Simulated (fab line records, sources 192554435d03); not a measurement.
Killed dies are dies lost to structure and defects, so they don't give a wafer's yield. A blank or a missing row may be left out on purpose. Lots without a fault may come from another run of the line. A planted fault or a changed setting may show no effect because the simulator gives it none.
Which tool did it? | flow n5_finfet | 11 lots, 29 wafers sampled, at 2 steps of a route of 1938

WHAT THE GAUGES READ, wafer by wafer
N5_BEOL_M9_CD_MEAS_11: target cd 64.1 nm.
lot  | measured     | on        | cd_nm (nm)
L880 | day 9 15:40  | cd_sem-03 | 63.0 63.3 63.5
L882 | day 10 21:30 | cd_sem-02 | 63.8 64.2
L885 | day 11 04:52 | cd_sem-01 | 63.8 64.3 63.1
L883 | day 11 07:37 | cd_sem-02 | 64.1 63.1 62.8
L884 | day 11 08:35 | cd_sem-03 | 64.5 63.8 64.4
L886 | day 11 20:10 | cd_sem-02 | 63.1 62.5 63.5
L887 | day 12 10:07 | cd_sem-02 | 64.0 64.0 63.6
L891 | day 12 23:16 | cd_sem-03 | 64.1 64.0
L893 | day 13 02:38 | cd_sem-02 | 64.9 64.0
L899 | day 14 21:08 | cd_sem-01 | 62.9 64.0 63.5
L901 | day 15 04:35 | cd_sem-01 | 63.6 63.8

WHICH TOOL RAN EACH LOT (tool, then ch and the chambers of the sampled wafers, then the start)
lot  | N5_BEOL_M8_ANNEAL_51
L880 | rtp_anneal-02 ch 0, day 9 12:35
L882 | rtp_anneal-02 ch 0, day 10 19:06
L885 | rtp_anneal-01 ch 0, day 11 01:30
L883 | rtp_anneal-01 ch 0, day 11 04:23
L884 | rtp_anneal-01 ch 0, day 11 05:07
L886 | rtp_anneal-01 ch 0, day 11 17:22
L887 | rtp_anneal-02 ch 0, day 12 06:11
L891 | rtp_anneal-02 ch 0, day 12 20:43
L893 | rtp_anneal-01 ch 0, day 13 00:29
L899 | rtp_anneal-01 ch 0, day 14 19:17
L901 | rtp_anneal-01 ch 0, day 15 02:08
- N5_BEOL_M8_ANNEAL_51: time 90 s.

WHAT THE TOOLS THEMSELVES READ (means of the sampled wafers that have a number; where no wafer has one, the mark that the record gives instead)
N5_BEOL_M8_ANNEAL_51.
lot  | tool          | wafer_temp_C_max
L880 | rtp_anneal-02 | 225.7
L882 | rtp_anneal-02 | 226.0
L885 | rtp_anneal-01 | 226.5
L883 | rtp_anneal-01 | 226.3
L884 | rtp_anneal-01 | 226.2
L886 | rtp_anneal-01 | 226.3
L887 | rtp_anneal-02 | 226.1
L891 | rtp_anneal-02 | 225.6
L893 | rtp_anneal-01 | 226.5
L899 | rtp_anneal-01 | 226.5
L901 | rtp_anneal-01 | 226.1

THE ANSWER, worked out from the rows above alone
Rule: what is usual is taken from the lots themselves. Put in order of their means at a reading, lots are off if they are a third of the lots or fewer, leave a main group of 4 or more, and stand apart from it by a gap of 3 or more times the standard deviation of the main group's means; of several such gaps the widest counts. A main group whose means are all the same, to the digits that the tables above print for the reading, isn't used. A lot without any number at a reading at which 4 lots or more have one is off too. The other lots that the step has rows for count as sound. The gauges are gone through in route order, then the tools' own readings, and for those a lot's mean is taken as printed above. The first step at which some lot is off is used, and at that step the reading that is off furthest; a lot without a number counts as furthest.
No lot is off at any reading shown: from this, nothing can be told.

WHAT THE SIMULATOR HAD PUT IN
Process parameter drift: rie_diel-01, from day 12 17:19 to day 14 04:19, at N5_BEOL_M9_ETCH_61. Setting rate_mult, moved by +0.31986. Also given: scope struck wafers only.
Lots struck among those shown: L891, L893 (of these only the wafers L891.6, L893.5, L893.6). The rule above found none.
